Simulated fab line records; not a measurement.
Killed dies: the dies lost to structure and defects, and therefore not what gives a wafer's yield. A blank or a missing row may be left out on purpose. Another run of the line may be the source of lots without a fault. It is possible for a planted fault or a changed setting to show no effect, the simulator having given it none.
Matching of chambers + flow n5 finfet + N5_BEOL_M4_ETCH_63 on rie diel-04 has 4 sister chambers
The step etches SiARC in CF4, target depth 15.6 nm, time 26 s. 4 wafers are shown with their chamber, then 8 later ones without.

WAFERS PAIRED WITH THEIR CHAMBERS
| wafer  | chamber | drypump motor current A (A) |
|--------|---------|-----------------------------|
| L085.2 | 1       | 4.8                         |
| L087.5 | 3       | 5.4                         |
| L087.6 | 0       | 5.5                         |
| L089.1 | 2       | 5.7                         |

WAFERS WITHOUT THEIR CHAMBER
| wafer  | drypump motor current A (A) |
|--------|-----------------------------|
| L089.4 | 5.5                         |
| L089.6 | 5.4                         |
| L091.3 | 5.5                         |
| L091.4 | 5.4                         |
| L091.6 | 5.6                         |
| L095.2 | 5.4                         |
| L095.3 | 4.7                         |
| L095.6 | 5.4                         |

THE CHAMBER EACH PASSED THROUGH
| wafer  | from the rows above     | in truth |
|--------|-------------------------|----------|
| L089.4 | 0                       | 0        |
| L089.6 | 3                       | 3        |
| L091.3 | 0                       | 0        |
| L091.4 | 3                       | 3        |
| L091.6 | can't be placed: 0 or 2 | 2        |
| L095.2 | 3                       | 3        |
| L095.3 | 1                       | 1        |
| L095.6 | 3                       | 3        |
Correct placement for 7 of the 8. Not placeable from these rows: 1 (in 1, the candidates include the true chamber). Placed wrongly: 0.
How it was worked out, from the rows above alone: a wafer's distance from a chamber is the root of the sum, over the readings, of the square of ((its reading less the chamber's mean) divided by the reading's scatter). The wafer belongs to the nearest chamber; if the next one is less than 2 further off, it can't be placed. A chamber's mean is the mean of its shown wafers. The scatter (one wafer shown for each chamber): square how far every hidden wafer sits from the nearest shown wafer, average those squares and take the square root.
